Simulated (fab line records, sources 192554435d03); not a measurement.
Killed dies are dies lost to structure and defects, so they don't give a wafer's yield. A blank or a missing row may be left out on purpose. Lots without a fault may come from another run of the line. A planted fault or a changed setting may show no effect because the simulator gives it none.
Which tool did it? | flow n5_finfet | 10 lots, 30 wafers sampled, at 8 steps of a route of 1938

WHAT THE GAUGES READ, wafer by wafer
N5_PMOS_HMC_CHANNEL_EPI_INSPECT_30: inspects for defects (darkfield).
lot  | measured    | on                | raw_defect_count
L807 | day 1 20:44 | defect_inspect-02 | 30 19 33
L811 | day 2 20:41 | defect_inspect-01 | 17 12 19
L816 | day 4 02:29 | defect_inspect-01 | 19 18 25
L822 | day 5 14:17 | defect_inspect-01 | 28 21 11
L823 | day 5 20:29 | defect_inspect-01 | 13 20 11
L824 | day 6 02:28 | defect_inspect-02 | 20 9 14
L825 | day 6 09:12 | defect_inspect-02 | 20 4 13
L828 | day 7 03:40 | defect_inspect-01 | 17 20 10
L829 | day 7 08:18 | defect_inspect-02 | 22 22 14
L830 | day 7 14:50 | defect_inspect-01 | 21 30 25

N5_FIN_SAQP_THK_MEAS_05.
lot  | measured    | on            | thk_nm (nm)
L807 | day 1 22:35 | film_metro-02 | 38.1 37.5 37.5
L811 | day 2 21:19 | film_metro-01 | 38.0 38.5 38.9
L816 | day 4 03:15 | film_metro-02 | 38.1 38.3 38.0
L822 | day 5 15:04 | film_metro-02 | 37.4 38.2 38.0
L823 | day 5 21:11 | film_metro-01 | 38.6 38.2 37.3
L824 | day 6 03:11 | film_metro-01 | 38.0 38.6 38.9
L825 | day 6 09:55 | film_metro-01 | 37.9 38.0 38.4
L828 | day 7 05:07 | film_metro-01 | 37.8 38.3 38.2
L829 | day 7 09:16 | film_metro-01 | 36.9 36.8 37.3
L830 | day 7 15:52 | film_metro-01 | 37.3 37.6 38.1

N5_FIN_SAQP_THK_MEAS_07.
lot  | measured    | on            | thk_nm (nm)
L807 | day 1 22:48 | film_metro-01 | 58.1 60.3 58.6
L811 | day 2 21:35 | film_metro-02 | 58.6 59.4 58.8
L816 | day 4 03:32 | film_metro-01 | 58.8 60.6 60.3
L822 | day 5 15:21 | film_metro-01 | 58.8 58.1 58.4
L823 | day 5 21:23 | film_metro-01 | 59.5 61.0 59.1
L824 | day 6 03:23 | film_metro-02 | 58.9 58.8 60.4
L825 | day 6 10:07 | film_metro-01 | 60.7 59.9 60.8
L828 | day 7 05:20 | film_metro-01 | 60.0 59.4 59.1
L829 | day 7 09:28 | film_metro-02 | 59.8 58.7 59.1
L830 | day 7 16:08 | film_metro-02 | 60.5 59.7 60.9

N5_FIN_SAQP_INSPECT_18: inspects for defects (brightfield).
lot  | measured    | on                | raw_defect_count
L807 | day 1 23:21 | defect_inspect-01 | 280 293 266
L811 | day 2 22:08 | defect_inspect-01 | 551 434 319
L816 | day 4 04:05 | defect_inspect-02 | 582 363 387
L822 | day 5 15:46 | defect_inspect-02 | 252 275 237
L823 | day 5 21:56 | defect_inspect-01 | 969 775 822
L824 | day 6 03:49 | defect_inspect-02 | 782 695 791
L825 | day 6 10:40 | defect_inspect-02 | 779 872 977
L828 | day 7 05:53 | defect_inspect-01 | 397 547 496
L829 | day 7 10:01 | defect_inspect-02 | 441 506 468
L830 | day 7 16:34 | defect_inspect-02 | 369 378 391

N5_FIN_SAQP_INSPECT_40: inspects for defects (brightfield).
lot  | measured    | on                | raw_defect_count
L807 | day 2 03:38 | defect_inspect-01 | 228 190 247
L811 | day 3 03:15 | defect_inspect-01 | 233 183 178
L816 | day 4 08:25 | defect_inspect-01 | 162 180 197
L822 | day 5 20:12 | defect_inspect-01 | 194 156 156
L823 | day 6 02:10 | defect_inspect-02 | 617 683 630
L824 | day 6 07:59 | defect_inspect-01 | 536 539 589
L825 | day 6 15:23 | defect_inspect-02 | 581 509 594
L828 | day 7 10:51 | defect_inspect-02 | 152 179 222
L829 | day 7 14:16 | defect_inspect-01 | 153 157 167
L830 | day 7 22:44 | defect_inspect-01 | 268 270 172

N5_FIN_CUT_INSPECT_10: inspects for defects (brightfield).
lot  | measured    | on                | raw_defect_count
L807 | day 2 04:09 | defect_inspect-01 | 52 31 53
L811 | day 3 03:46 | defect_inspect-01 | 36 26 28
L816 | day 4 08:50 | defect_inspect-02 | 20 38 34
L822 | day 5 20:36 | defect_inspect-01 | 39 36 25
L823 | day 6 02:33 | defect_inspect-01 | 407 441 437
L824 | day 6 08:23 | defect_inspect-02 | 382 400 432
L825 | day 6 15:55 | defect_inspect-01 | 387 397 388
L828 | day 7 11:23 | defect_inspect-02 | 22 41 43
L829 | day 7 14:47 | defect_inspect-01 | 35 48 30
L830 | day 7 23:14 | defect_inspect-01 | 53 48 38

N5_BEOL_M4_RC_MEAS_101.
lot  | measured     | on        | DIBL_N (mV/V)  | DIBL_P (mV/V)  | IOFF_N (nA/um) | IOFF_P (nA/um) | ION_N (uA/um) | ION_P (uA/um) | SS_N (mV/dec)  | SS_P (mV/dec)  | VT_N (mV)   | VT_P (mV)
L807 | day 7 18:45  | prober-01 | 41.9 36.1 36.1 | 41.1 35.2 33.6 | 0.28 0.14 0.14 | 0.38 0.23 0.22 | 698 668 670   | 477 467 465   | 73.4 71.5 70.6 | 74.9 73.1 72.8 | 242 252 251 | -241 -250 -248
L811 | day 8 10:39  | prober-02 | 34.0 36.4 36.0 | 31.3 34.6 34.5 | 0.11 0.15 0.13 | 0.17 0.22 0.22 | 674 686 657   | 465 474 462   | 70.7 71.3 71.7 | 72.5 73.6 73.2 | 255 248 252 | -250 -246 -245
L816 | day 10 01:33 | prober-01 | 34.2 36.0 34.7 | 35.2 37.6 36.7 | 0.16 0.18 0.15 | 0.23 0.27 0.25 | 682 687 667   | 471 472 469   | 70.8 71.3 71.9 | 72.9 74.4 72.9 | 246 248 253 | -246 -245 -248
L822 | day 11 13:10 | prober-02 | 37.6 38.5 38.4 | 37.1 38.4 37.4 | 0.15 0.18 0.15 | 0.21 0.25 0.21 | 679 692 668   | 462 474 459   | 72.0 71.8 72.0 | 73.2 73.8 74.4 | 253 248 250 | -251 -249 -249
L823 | day 11 14:59 | prober-02 | 35.6 41.7 37.3 | 34.9 43.4 37.9 | 0.14 0.28 0.20 | 0.18 0.33 0.21 | 668 698 697   | 457 474 466   | 71.3 72.5 71.3 | 73.4 74.9 74.7 | 252 243 244 | -252 -246 -249
L824 | day 12 05:34 | prober-01 | 35.5 35.1 36.5 | 34.5 34.3 35.4 | 0.11 0.11 0.13 | 0.19 0.18 0.20 | 657 652 674   | 458 457 470   | 70.7 71.2 70.9 | 72.7 72.9 73.4 | 256 258 254 | -251 -253 -252
L825 | day 12 15:02 | prober-01 | 34.0 35.0 33.1 | 33.2 35.5 31.9 | 0.12 0.14 0.10 | 0.15 0.18 0.13 | 653 678 658   | 453 461 446   | 71.1 72.1 70.9 | 71.7 73.2 72.7 | 252 251 254 | -256 -251 -257
L828 | day 13 04:50 | prober-01 | 39.0 35.4 38.2 | 39.9 35.2 38.7 | 0.23 0.15 0.19 | 0.25 0.18 0.23 | 691 669 692   | 460 452 466   | 73.0 71.5 72.7 | 74.0 73.2 74.3 | 245 253 250 | -250 -254 -251
L829 | day 13 11:44 | prober-01 | 38.9 36.7 39.7 | 42.2 38.1 42.3 | 0.22 0.17 0.23 | 0.32 0.25 0.32 | 692 676 701   | 476 470 472   | 71.6 71.0 71.7 | 74.1 72.9 74.1 | 246 248 241 | -242 -247 -243
L830 | day 13 22:22 | prober-02 | 37.7 33.0 34.5 | 39.1 32.4 34.2 | 0.19 0.10 0.13 | 0.27 0.17 0.19 | 683 649 669   | 477 458 467   | 71.8 69.8 71.2 | 73.7 72.1 73.2 | 248 256 253 | -245 -256 -251

WHICH TOOL RAN EACH LOT (tool, then ch and the chambers of the sampled wafers, then the start)
lot  | N5_FIN_SAQP_PRECLEAN_00
L807 | wet_bench-01 ch 3,5,6, day 1 20:47
L811 | wet_bench-01 ch 1,6,7, day 2 20:44
L816 | wet_bench-01 ch 0,5,6, day 4 02:31
L822 | wet_bench-02 ch 1,4,5, day 5 14:20
L823 | wet_bench-01 ch 0,1,5, day 5 20:32
L824 | wet_bench-01 ch 1,3,4, day 6 02:31
L825 | wet_bench-01 ch 0,6,7, day 6 09:15
L828 | wet_bench-02 ch 3,5,7, day 7 03:43
L829 | wet_bench-04 ch 0,5,6, day 7 08:21
L830 | wet_bench-02 ch 0,2,4, day 7 14:53
- N5_FIN_SAQP_PRECLEAN_00: cleans in SC1, time 60 s.

WHAT THE TOOLS THEMSELVES READ (means of the sampled wafers that have a number; where no wafer has one, the mark that the record gives instead)
The record holds no such reading with a usual standard deviation.

THE ANSWER, worked out from the rows above alone
Rule: what is usual is taken from the lots themselves. Put in order of their means at a reading, lots are off if they are a third of the lots or fewer, leave a main group of 4 or more, and stand apart from it by a gap of 3 or more times the standard deviation of the main group's means; of several such gaps the widest counts. A main group whose means are all the same, to the digits that the tables above print for the reading, isn't used. A lot without any number at a reading at which 4 lots or more have one is off too. The other lots that the step has rows for count as sound. The gauges are gone through in route order, then the tools' own readings, and for those a lot's mean is taken as printed above. The first step at which some lot is off is used, and at that step the reading that is off furthest; a lot without a number counts as furthest.
Off: L823, L824, L825, at N5_FIN_SAQP_INSPECT_18 (raw_defect_count). The main group: mean 392, standard deviation 85.
A tool fits if, at a process step before that reading, it ran every lot that is off, and no sound lot after the first of them. The gauges at N5_FIN_SAQP_INSPECT_18 are tried like those tools. One fits: wet_bench-01 at N5_FIN_SAQP_PRECLEAN_00. Its last sound lot is L816 (day 4 02:31), its first lot that is off L823 (day 5 20:32): a fault that began between those two fits.

WHAT THE SIMULATOR HAD PUT IN
Chamber particle source: wet_bench-01, from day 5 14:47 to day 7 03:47, at N5_FIN_SAQP_PRECLEAN_00. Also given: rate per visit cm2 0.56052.
Lots struck among those shown: L823, L824, L825. The rule above found the same.
